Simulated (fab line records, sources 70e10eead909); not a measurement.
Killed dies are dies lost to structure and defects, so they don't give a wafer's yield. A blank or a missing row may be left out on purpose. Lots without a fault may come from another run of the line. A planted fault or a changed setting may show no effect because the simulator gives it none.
fab line records | flow nand_harc
record lots=6 wafers=18 last_day=32
route steps=1302 shown A_SLIT@945 A_SIN_REMOVE@947 A_WL_FILL@952 END@1302
lots that met no fault: from a run of the same line without faults
start_h: hours from the record's first day to the start of the lot's first wafer shown | wait_h: hours since the lot's step before | " the same as in the row above | L1.1+2: a row that stands for several wafers | - no value, or no start given | * or withheld: withheld | < > ~ a bound
route shown NAME@n: a module of which the file shows steps, and the number in the route of the first | usual: mean/standard deviation of fault-free wafers | same: alike in all rows | chamber/n: place in a boat | sites: the reading at each site | _std_site: their standard deviation | _edge_site: outer sites' mean less inner sites' | radius_mm: how far each site lies from the wafer's centre | mask NAME#n: copy n | behind: the tool/chamber that last shaped the wafer | hold: why the lot was held/for how many hours/how that ended | device: the transistor (n, p or np) that didn't switch | end of line: the same wafers' tests at the end of the route | a step without rows: its recipe alone | killed: dies lost to structure and defects at the first sort, not the wafer's yield | map: a wafer's dies, x killed, . not, _ none there
set.NAME: the setting as run; set.NAME@STEP: as run at that earlier step | model.NAME: the simulator's own value behind a step, which no gauge read
lots at some steps of the route; a table a step, a row a wafer
services: from which hour (start_h, from the record's first day; less than 0 if before it) a tool's chamber was out of use, for how many hours, and why
## steps
# step NHARC_A_SLIT_SRD_20
# step NHARC_A_SLIT_CD_MEAS_21
# usual cd_nm=289.5/0.72
# columns lot.wafer tool chamber start_h wait_h cd_nm
L344.1 cd_sem-01 - 478.17 - 288.1
L344.5 " - " " 288.6
L344.6 " - " " 287.7
L351.2 cd_sem-03 - 531.95 - 289.9
L351.3 " - " " 289.8
L351.5 " - " " 289.9
L360.2 cd_sem-03 - 636.57 0.1 289.3
L360.5 " - " " 289.2
L360.6 " - " " 289.2
L363.1 cd_sem-03 - 654.74 - 289.7
L363.3 " - " " 290.4
L363.4 " - " " 290.1
L364.2 cd_sem-02 - 654.77 - 289.9
L364.3 " - " " 290.0
L364.6 " - " " 290.0
L365.2 cd_sem-01 - 669.94 - 289.7
L365.3 " - " " 290.2
L365.4 " - " " 289.3
# step NHARC_A_SIN_REMOVE_WET_00
# recipe temp_c=160 time_s=15300 chemistry=H3PO4
# step NHARC_A_SIN_REMOVE_PRECLEAN_01
# recipe time_s=* temp_c=50 bath_age_min=0 chemistry=SC1
# step NHARC_A_SIN_REMOVE_SRD_02
# step NHARC_A_SIN_REMOVE_INSPECT_04
# usual raw_defect_count=376/79
# columns lot.wafer tool chamber start_h wait_h raw_defect_count
L344.1 defect_inspect-01 - 484.76 0.0 296
L344.5 " - " " 382
L344.6 " - " " 368
L351.2 defect_inspect-01 - 538.58 0.0 361
L351.3 " - " " 364
L351.5 " - " " 347
L360.2 defect_inspect-01 - 643.11 0.0 322
L360.5 " - " " 287
L360.6 " - " " 318
L364.2 defect_inspect-02 - 661.33 0.0 280
L364.3 " - " " 294
L364.6 " - " " 306
L363.1 defect_inspect-01 - 661.34 0.0 368
L363.3 " - " " 506
L363.4 " - " " 311
L365.2 defect_inspect-02 - 676.28 0.0 322
L365.3 " - " " 405
L365.4 " - " " 300
# step NHARC_A_WL_FILL_ALD_00
# recipe target_thk_a=30 pulse_time_s=3 ald_cycles=30 temp_c=300 material=Al2O3
# usual heater_power_w=468/51 precursor_pulse_height_rel=1.000/0.021
# columns lot.wafer tool chamber start_h wait_h heater_power_w precursor_pulse_height_rel
L344.1 ald_hk-03 0 484.85 0.1 424 0.987
L344.6 " 3 " " 544 1.036
L344.5 " 0 " " 436 1.028
L351.2 ald_hk-01 1 538.65 0.1 512 0.986
L351.3 " 2 " " 482 1.009
L351.5 " 1 " " 495 1.004
L360.2 ald_hk-04 3 643.27 0.1 485 0.984
L360.6 " 0 " " 406 0.983
L360.5 " 1 " " 558 1.035
L364.3 ald_hk-04 1 661.45 0.1 561 0.974
L364.2 " 2 " " 466 1.010
L364.6 " 3 " " 477 1.017
L363.1 ald_hk-04 2 661.56 0.2 465 1.019
L363.3 " 3 " " 489 0.964
L363.4 " 1 " " 541 0.996
L365.3 ald_hk-04 0 676.35 0.1 416 0.984
L365.2 " 1 " " 558 1.024
L365.4 " 3 " " 487 1.011
# step NHARC_A_WL_FILL_RTA_01
# recipe temp_c=1000 time_s=5
# usual lamp_power_pct=31.9/0.41 wafer_temp_C_max=1004.4/0.81
# columns lot.wafer tool chamber start_h wait_h lamp_power_pct wafer_temp_C_max
L344.1 rtp_anneal-02 0 485.09 - 32.4 1003.2
L344.5 " 0 " " 32.4 1004.5
L344.6 " 0 " " 32.4 1003.6
L351.2 rtp_anneal-01 0 538.94 - 31.6 1003.8
L351.3 " 0 " " 31.5 1004.4
L351.5 " 0 " " 31.5 1003.9
L360.2 rtp_anneal-01 0 643.48 - 31.5 1004.9
L360.5 " 0 " " 31.6 1007.0
L360.6 " 0 " " 31.5 1005.1
L364.2 rtp_anneal-02 0 661.69 - 32.3 1005.8
L364.3 " 0 " " 32.3 1003.8
L364.6 " 0 " " 32.3 1004.7
L363.1 rtp_anneal-01 0 661.86 - 31.5 1004.2
L363.3 " 0 " " 31.6 1004.3
L363.4 " 0 " " 31.6 1004.4
L365.2 rtp_anneal-01 0 676.65 - 31.6 1004.5
L365.3 " 0 " " 31.6 1006.0
L365.4 " 0 " " 31.6 1004.3
# step NHARC_A_WL_FILL_ALD_02
# recipe target_thk_a=20 pulse_time_s=3 ald_cycles=100 temp_c=450 material=TiN
# usual heater_power_w=1060/95 precursor_pulse_height_rel=1.000/0.02
# columns lot.wafer tool chamber start_h wait_h heater_power_w precursor_pulse_height_rel
L344.1 ald_metal-04 0 485.31 0.2 1196 1.023
L344.6 " 0 " " 1224 1.003
L344.5 " 1 " " 1074 0.999
L351.3 ald_metal-02 1 539.17 0.2 873 1.035
L351.2 " 2 " " 915 0.973
L351.5 " 0 " " 1204 0.985
L360.2 ald_metal-03 1 643.70 0.2 1060 1.016
L360.6 " 0 " " 1026 0.989
L360.5 " 1 " " 1072 0.975
L364.2 ald_metal-03 1 661.95 0.2 1039 1.013
L364.3 " 2 " " 1067 0.991
L364.6 " 0 " " 1042 0.994
L363.3 ald_metal-04 0 662.07 0.1 1252 0.981
L363.1 " 1 " " 1084 1.032
L363.4 " 3 " " 964 0.999
L365.3 ald_metal-02 2 676.83 0.1 1017 1.028
L365.2 " 3 " " 1117 0.993
L365.4 " 0 " " 1239 1.002
# step NHARC_A_WL_FILL_CVD_03
# recipe target_thk_a=400 temp_c=300 pressure_torr=40 wf6_flow_sccm=40 h2_flow_sccm=1600 ar_flow_sccm=1560 time_s=279 material=W
# usual heater_power_w=470/39 throttle_valve_pct=8.11/0.17
# columns lot.wafer tool chamber start_h wait_h heater_power_w throttle_valve_pct
L344.1 cvd_w-01 0 485.75 0.1 458 7.96
L344.6 " 0 " " 461 8.13
L344.5 " 1 " " 519 7.95
L351.2 cvd_w-01 0 539.61 0.1 472 7.87
L351.3 " 0 " " 455 7.99
L351.5 " 0 " " 455 7.72
L360.2 cvd_w-02 0 644.15 0.1 444 8.18
L360.5 " 1 " " 497 8.24
L360.6 " 0 " " 450 8.18
L364.2 cvd_w-01 0 662.37 0.1 456 7.95
L364.3 " 0 " " 445 8.12
L364.6 " 1 " " 546 8.32
L363.1 cvd_w-02 1 662.56 0.1 487 8.11
L363.3 " 0 " " 439 8.38
L363.4 " 1 " " 492 8.18
L365.2 cvd_w-01 0 677.40 0.1 450 7.99
L365.3 " 1 " " 529 8.06
L365.4 " 0 " " 453 7.81
# step NHARC_A_WL_FILL_ETCHBACK_04
# recipe target_depth_a=600 time_s=120 chemistry=NF3
# usual drypump_motor_current_A=6.0/0.72 oes_product_au=1.003/0.0066
# columns lot.wafer tool chamber start_h wait_h drypump_motor_current_A oes_product_au rf_hours_counter_h
L344.1 rie_metal-01 1 486.15 0.4 6.4 1.005 1.3
L344.6 " 0 " " 5.0 0.994 -
L344.5 " 1 " " 6.4 1.005 -
L351.2 rie_metal-02 0 539.97 0.3 6.7 1.005 1.4
L351.3 " 1 " " 6.6 1.007 -
L351.5 " 0 " " 6.7 1.000 -
L360.2 rie_metal-01 1 644.47 0.3 6.4 1.008 1.4
L360.6 " 1 " " 6.4 1.001 -
L360.5 " 0 " " 4.9 0.731 -
L364.2 rie_metal-02 1 662.69 0.3 6.6 1.008 0.7
L364.3 " 0 " " 6.7 1.008 -
L364.6 " 0 " " 6.7 0.996 -
L363.1 rie_metal-01 0 662.91 0.3 5.0 0.740 1.1
L363.3 " 1 " " 6.4 1.009 -
L363.4 " 0 " " 5.0 0.739 -
L365.2 rie_metal-03 1 677.76 0.3 5.0 1.008 2.4
L365.3 " 0 " " 6.1 1.003 -
L365.4 " 1 " " 5.0 0.999 -
# step NHARC_A_WL_FILL_ETCHBACK_05
# recipe target_depth_a=220 time_s=60 temp_c=40 chemistry=Cl2/BCl3
# usual drypump_motor_current_A=6.0/0.72 oes_product_au=1.002/0.0074 temp_c=40.02/0.11
# columns lot.wafer tool chamber start_h wait_h drypump_motor_current_A oes_product_au rf_hours_counter_h temp_c
L344.1 rie_metal-01 0 486.38 0.2 4.9 1.006 1.4 40.05
L344.6 " 1 " " 6.4 1.012 - 40.05
L344.5 " 0 " " 5.0 1.003 - 40.02
L351.2 rie_metal-02 0 540.18 0.2 6.7 0.994 1.6 40.16
L351.3 " 1 " " 6.7 1.004 - 39.88
L351.5 " 0 " " 6.7 1.001 - 40.12
L360.2 rie_metal-01 0 644.72 0.2 5.0 0.997 0.7 40.04
L360.5 " 0 " " 5.0 0.998 - 39.92
L360.6 " 1 " " 6.4 1.014 - 40.17
L364.2 rie_metal-02 1 662.93 0.2 6.6 1.024 0.8 40.25
L364.3 " 1 " " 6.6 0.998 - 40.06
L364.6 " 1 " " 6.6 1.001 - 40.05
L363.1 rie_metal-01 0 663.12 0.2 5.0 1.003 1.2 39.95
L363.4 " 0 " " 5.0 1.007 - 39.86
L363.3 " 1 " " 6.4 1.011 - 39.96
L365.2 rie_metal-03 0 677.98 0.2 6.1 0.996 2.5 40.01
L365.4 " 1 " " 5.0 1.001 - 40.04
L365.3 " 0 " " 6.1 1.002 - 39.96
# step NHARC_END_SORT_01
# recipe temp_c=25
# usual killed_at_array=52/16 killed_at_other=0.8/1.1 killed_at_periphery=4.2/2.5 killed_dies=57/16 killed_open=3.4/2 killed_short=2.6/1.6
# same gross_dies=677
# columns lot.wafer tool chamber start_h wait_h killed_at_array killed_at_other killed_at_periphery killed_dies killed_open killed_short
L360.5 prober-02 0 746.09 3.7 669 1 7 677 1 0
L363.1 prober-01 0 769.28 2.5 675 1 1 677 3 1
L363.4 prober-01 0 771.68 3.4 667 4 6 677 4 3
# killed by level:class
L360.5 A_WL_FILL:area_etchback=640 A_CHANNEL_HOLE_D1:chamber_film_flake=20 P_M2:chamber_film_flake=5 A_STAIRCASE:chamber_film_flake=5 A_SLIT:chamber_film_flake=2 A_ONON_D2:geometric_particle:open=1 P_ZERO_WELL:chamber_film_flake=1 P_STI:chamber_film_flake=1
L363.1 A_WL_FILL:area_etchback=620 A_SLIT:chamber_film_flake=21 A_CHANNEL_HOLE_D2:chamber_film_flake=16 A_CHANNEL_HOLE_D1:chamber_film_flake=5 A_CONTACT:chamber_film_flake=5 A_CHANNEL_FILL_D1:chamber_film_flake=2 A_CHANNEL_HOLE_D2:geometric_particle:open=1 P_ZERO_WELL:chamber_film_flake=1
L363.4 A_WL_FILL:area_etchback=597 A_SLIT:chamber_film_flake=30 A_CHANNEL_HOLE_D2:chamber_film_flake=18 A_CHANNEL_HOLE_D1:chamber_film_flake=9 A_STAIRCASE:chamber_film_flake=3 A_CONTACT:chamber_film_flake=3 THIN_TSV:chamber_film_flake=3 P_CONTACT:geometric_particle:open=2
# map L360.5 (x killed, . not)
____________x____________
_________xxxxxxx_________
_______xxxxxxxxxxx_______
______xxxxxxxxxxxxx______
_____xxxxxxxxxxxxxxx_____
____xxxxxxxxxxxxxxxxx____
____xxxxxxxxxxxxxxxxx____
___xxxxxxxxxxxxxxxxxxx___
___xxxxxxxxxxxxxxxxxxx___
__xxxxxxxxxxxxxxxxxxxxx__
__xxxxxxxxxxxxxxxxxxxxx__
_xxxxxxxxxxxxxxxxxxxxxxx_
_xxxxxxxxxxxxxxxxxxxxxxx_
_xxxxxxxxxxxxxxxxxxxxxxx_
_xxxxxxxxxxxxxxxxxxxxxxx_
_xxxxxxxxxxxxxxxxxxxxxxx_
xxxxxxxxxxxxxxxxxxxxxxxxx
xxxxxxxxxxxxxxxxxxxxxxxxx
xxxxxxxxxxxxxxxxxxxxxxxxx
xxxxxxxxxxxxxxxxxxxxxxxxx
xxxxxxxxxxxxxxxxxxxxxxxxx
_xxxxxxxxxxxxxxxxxxxxxxx_
_xxxxxxxxxxxxxxxxxxxxxxx_
_xxxxxxxxxxxxxxxxxxxxxxx_
_xxxxxxxxxxxxxxxxxxxxxxx_
_xxxxxxxxxxxxxxxxxxxxxxx_
__xxxxxxxxxxxxxxxxxxxxx__
__xxxxxxxxxxxxxxxxxxxxx__
___xxxxxxxxxxxxxxxxxxx___
___xxxxxxxxxxxxxxxxxxx___
____xxxxxxxxxxxxxxxxx____
____xxxxxxxxxxxxxxxxx____
_____xxxxxxxxxxxxxxx_____
______xxxxxxxxxxxxx______
_______xxxxxxxxxxx_______
_________xxxxxxx_________
____________x____________
# map L363.1 (x killed, . not)
____________x____________
_________xxxxxxx_________
_______xxxxxxxxxxx_______
______xxxxxxxxxxxxx______
_____xxxxxxxxxxxxxxx_____
____xxxxxxxxxxxxxxxxx____
____xxxxxxxxxxxxxxxxx____
___xxxxxxxxxxxxxxxxxxx___
___xxxxxxxxxxxxxxxxxxx___
__xxxxxxxxxxxxxxxxxxxxx__
__xxxxxxxxxxxxxxxxxxxxx__
_xxxxxxxxxxxxxxxxxxxxxxx_
_xxxxxxxxxxxxxxxxxxxxxxx_
_xxxxxxxxxxxxxxxxxxxxxxx_
_xxxxxxxxxxxxxxxxxxxxxxx_
_xxxxxxxxxxxxxxxxxxxxxxx_
xxxxxxxxxxxxxxxxxxxxxxxxx
xxxxxxxxxxxxxxxxxxxxxxxxx
xxxxxxxxxxxxxxxxxxxxxxxxx
xxxxxxxxxxxxxxxxxxxxxxxxx
xxxxxxxxxxxxxxxxxxxxxxxxx
_xxxxxxxxxxxxxxxxxxxxxxx_
_xxxxxxxxxxxxxxxxxxxxxxx_
_xxxxxxxxxxxxxxxxxxxxxxx_
_xxxxxxxxxxxxxxxxxxxxxxx_
_xxxxxxxxxxxxxxxxxxxxxxx_
__xxxxxxxxxxxxxxxxxxxxx__
__xxxxxxxxxxxxxxxxxxxxx__
___xxxxxxxxxxxxxxxxxxx___
___xxxxxxxxxxxxxxxxxxx___
____xxxxxxxxxxxxxxxxx____
____xxxxxxxxxxxxxxxxx____
_____xxxxxxxxxxxxxxx_____
______xxxxxxxxxxxxx______
_______xxxxxxxxxxx_______
_________xxxxxxx_________
____________x____________
## services
# columns tool chamber start_h hours kind
ald_metal-04 - 474.00 10.0 pm
rie_metal-01 - 474.30 0.4 repair
ald_hk-01 - 474.46 10.0 pm
ald_metal-02 3 481.85 1.5 repair
cvd_w-02 1 488.15 5.3 repair
rie_metal-03 - 519.00 9.0 pm
cvd_w-01 1 527.27 11.9 repair
cvd_w-01 - 547.00 13.0 pm
rie_metal-01 - 565.30 1.6 repair
ald_metal-03 3 567.42 2.0 repair
ald_metal-03 - 568.00 10.0 pm
ald_hk-04 - 571.77 1.0 repair
rie_metal-01 0 572.93 18.0 repair
rie_metal-01 - 575.00 9.0 pm
ald_metal-03 0 600.35 20.5 repair
ald_metal-02 - 610.00 10.0 pm
ald_hk-04 - 610.07 10.0 pm
cvd_w-02 - 631.00 13.0 pm
rie_metal-02 - 631.00 9.0 pm
ald_metal-02 - 635.96 3.0 repair
rie_metal-03 - 643.78 0.7 repair
rie_metal-03 - 649.44 0.4 repair
ald_metal-04 - 652.00 10.0 pm
ald_metal-02 1 676.11 26.5 repair
## key
first_sign step=NHARC_A_WL_FILL_ETCHBACK_04 reading=oes_product_au direction=down sigmas=40 usual=1.003 struck=0.737
effect step=NHARC_END_SORT_01 reading=killed_at_array direction=up sigmas=39 usual=52 struck=670
more_kills_born_at NHARC_A_WL_FILL_ETCHBACK_04@rie_metal-01=1857
met_at NHARC_A_WL_FILL_ETCHBACK_04
struck_wafers L360.5,L363.1,L363.4
later_rows_left_out L360.5,L363.1,L363.4
tester_left_out L360,L363
onset_between 486.15 644.47
fault kind=process_parameter_drift tool=rie_metal-01 chamber=0 onset_h=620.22 steps=NHARC_A_WL_FILL_ETCHBACK_04 channel=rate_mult offset=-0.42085 shape=step end_h=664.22
# tester_left_out: of these lots the tester's yield and bins aren't shown, on N5 and GAA mostly nor the transistor test; their killed dies are dies lost to structure and defects alone, not to doping, threshold or leakage, so they don't give the yield
# later_rows_left_out: the simulator's readings of these wafers behind a module that went badly wrong aren't trusted and aren't shown, but for the sort
